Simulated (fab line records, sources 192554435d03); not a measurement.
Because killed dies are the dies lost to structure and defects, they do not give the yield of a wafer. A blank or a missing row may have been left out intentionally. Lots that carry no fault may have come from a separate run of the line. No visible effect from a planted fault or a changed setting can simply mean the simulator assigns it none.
Matching of chambers || flow n5-finfet || N5_BEOL_M3_DESCUM_33 on rie-diel-03 has 4 sister chambers
The step chemistry O2, time 7 s. 18 wafers are shown with their chamber, then 9 later ones without.

## WAFERS, EACH WITH ITS CHAMBER
{"wafer": "L074.2", "chamber": 1, "showerhead-plenum-p-Torr (Torr)": 2.09, "throttle-valve-pct (%)": 20.12, "oes-product-au (a.u.)": 0.79}
{"wafer": "L074.4", "chamber": 3, "showerhead-plenum-p-Torr (Torr)": 2.17, "throttle-valve-pct (%)": 20.40, "oes-product-au (a.u.)": 0.71}
{"wafer": "L074.6", "chamber": 0, "showerhead-plenum-p-Torr (Torr)": 2.03, "throttle-valve-pct (%)": 20.10, "oes-product-au (a.u.)": 0.87}
{"wafer": "L075.1", "chamber": 2, "showerhead-plenum-p-Torr (Torr)": 2.00, "throttle-valve-pct (%)": 20.44, "oes-product-au (a.u.)": 0.77}
{"wafer": "L075.4", "chamber": 0, "showerhead-plenum-p-Torr (Torr)": 2.02, "throttle-valve-pct (%)": 20.09, "oes-product-au (a.u.)": 0.87}
{"wafer": "L075.6", "chamber": 0, "showerhead-plenum-p-Torr (Torr)": 2.03, "throttle-valve-pct (%)": 20.08, "oes-product-au (a.u.)": 0.87}
{"wafer": "L078.1", "chamber": 2, "showerhead-plenum-p-Torr (Torr)": 2.00, "throttle-valve-pct (%)": 20.47, "oes-product-au (a.u.)": 0.76}
{"wafer": "L078.3", "chamber": 3, "showerhead-plenum-p-Torr (Torr)": 2.17, "throttle-valve-pct (%)": 20.44, "oes-product-au (a.u.)": 0.70}
{"wafer": "L078.4", "chamber": 1, "showerhead-plenum-p-Torr (Torr)": 2.09, "throttle-valve-pct (%)": 20.17, "oes-product-au (a.u.)": 0.77}
{"wafer": "L079.1", "chamber": 3, "showerhead-plenum-p-Torr (Torr)": 2.17, "throttle-valve-pct (%)": 20.44, "oes-product-au (a.u.)": 0.70}
{"wafer": "L079.3", "chamber": 1, "showerhead-plenum-p-Torr (Torr)": 2.09, "throttle-valve-pct (%)": 20.17, "oes-product-au (a.u.)": 0.78}
{"wafer": "L079.4", "chamber": 2, "showerhead-plenum-p-Torr (Torr)": 2.00, "throttle-valve-pct (%)": 20.47, "oes-product-au (a.u.)": 0.77}
{"wafer": "L081.3", "chamber": 2, "showerhead-plenum-p-Torr (Torr)": 1.99, "throttle-valve-pct (%)": 20.45, "oes-product-au (a.u.)": 0.76}
{"wafer": "L081.5", "chamber": 1, "showerhead-plenum-p-Torr (Torr)": 2.08, "throttle-valve-pct (%)": 20.18, "oes-product-au (a.u.)": 0.77}
{"wafer": "L081.6", "chamber": 0, "showerhead-plenum-p-Torr (Torr)": 2.02, "throttle-valve-pct (%)": 20.10, "oes-product-au (a.u.)": 0.86}
{"wafer": "L085.2", "chamber": 3, "showerhead-plenum-p-Torr (Torr)": 2.17, "throttle-valve-pct (%)": 20.43, "oes-product-au (a.u.)": 0.69}
{"wafer": "L085.3", "chamber": 1, "showerhead-plenum-p-Torr (Torr)": 2.08, "throttle-valve-pct (%)": 20.18, "oes-product-au (a.u.)": 0.77}
{"wafer": "L085.5", "chamber": 3, "showerhead-plenum-p-Torr (Torr)": 2.17, "throttle-valve-pct (%)": 20.44, "oes-product-au (a.u.)": 0.70}

SIGNATURES (means of the wafers above)
{"reading": "showerhead-plenum-p-Torr", "chamber 0": 2.0250, "chamber 1": 2.0860, "chamber 2": 1.9975, "chamber 3": 2.1700, "scatter within a chamber": 0.00459}
{"reading": "throttle-valve-pct", "chamber 0": 20.0925, "chamber 1": 20.1640, "chamber 2": 20.4575, "chamber 3": 20.4300, "scatter within a chamber": 0.0183}
{"reading": "oes-product-au", "chamber 0": 0.8675, "chamber 1": 0.7760, "chamber 2": 0.7650, "chamber 3": 0.7000, "scatter within a chamber": 0.00705}
Rule: distance of a wafer from a chamber = root of the sum over the readings of ((wafer's reading minus chamber's mean) / reading's scatter) squared. If the next closest chamber is less than 2 further off than the closest, the wafer can't be placed; otherwise it belongs to the closest. The scatter is the square root of a quotient: the sum, over the shown wafers, of each reading's squared deviation from its chamber's mean, divided by wafers minus chambers.

## WAFERS WITH NO CHAMBER GIVEN
{"wafer": "L089.4", "showerhead-plenum-p-Torr (Torr)": 2.02, "throttle-valve-pct (%)": 20.13, "oes-product-au (a.u.)": 0.84}
{"wafer": "L089.5", "showerhead-plenum-p-Torr (Torr)": 2.02, "throttle-valve-pct (%)": 20.13, "oes-product-au (a.u.)": 0.84}
{"wafer": "L089.6", "showerhead-plenum-p-Torr (Torr)": 2.16, "throttle-valve-pct (%)": 20.44, "oes-product-au (a.u.)": 0.70}
{"wafer": "L091.3", "showerhead-plenum-p-Torr (Torr)": 1.99, "throttle-valve-pct (%)": 20.48, "oes-product-au (a.u.)": 0.75}
{"wafer": "L091.5", "showerhead-plenum-p-Torr (Torr)": 2.16, "throttle-valve-pct (%)": 20.45, "oes-product-au (a.u.)": 0.68}
{"wafer": "L091.6", "showerhead-plenum-p-Torr (Torr)": 2.02, "throttle-valve-pct (%)": 20.13, "oes-product-au (a.u.)": 0.83}
{"wafer": "L096.1", "showerhead-plenum-p-Torr (Torr)": 2.08, "throttle-valve-pct (%)": 20.21, "oes-product-au (a.u.)": 0.75}
{"wafer": "L096.2", "showerhead-plenum-p-Torr (Torr)": 2.16, "throttle-valve-pct (%)": 20.46, "oes-product-au (a.u.)": 0.68}
{"wafer": "L096.5", "showerhead-plenum-p-Torr (Torr)": 2.16, "throttle-valve-pct (%)": 20.48, "oes-product-au (a.u.)": 0.68}

## WHICH CHAMBER EACH ONE RAN IN
{"wafer": "L089.4", "from the rows above": 0, "in truth": 0}
{"wafer": "L089.5", "from the rows above": 0, "in truth": 0}
{"wafer": "L089.6", "from the rows above": 3, "in truth": 3}
{"wafer": "L091.3", "from the rows above": 2, "in truth": 2}
{"wafer": "L091.5", "from the rows above": 3, "in truth": 3}
{"wafer": "L091.6", "from the rows above": 0, "in truth": 0}
{"wafer": "L096.1", "from the rows above": 1, "in truth": 1}
{"wafer": "L096.2", "from the rows above": 3, "in truth": 3}
{"wafer": "L096.5", "from the rows above": 3, "in truth": 3}
9 of 9 placed correctly. Left unplaced by these rows: 0. Number placed wrongly: 0.
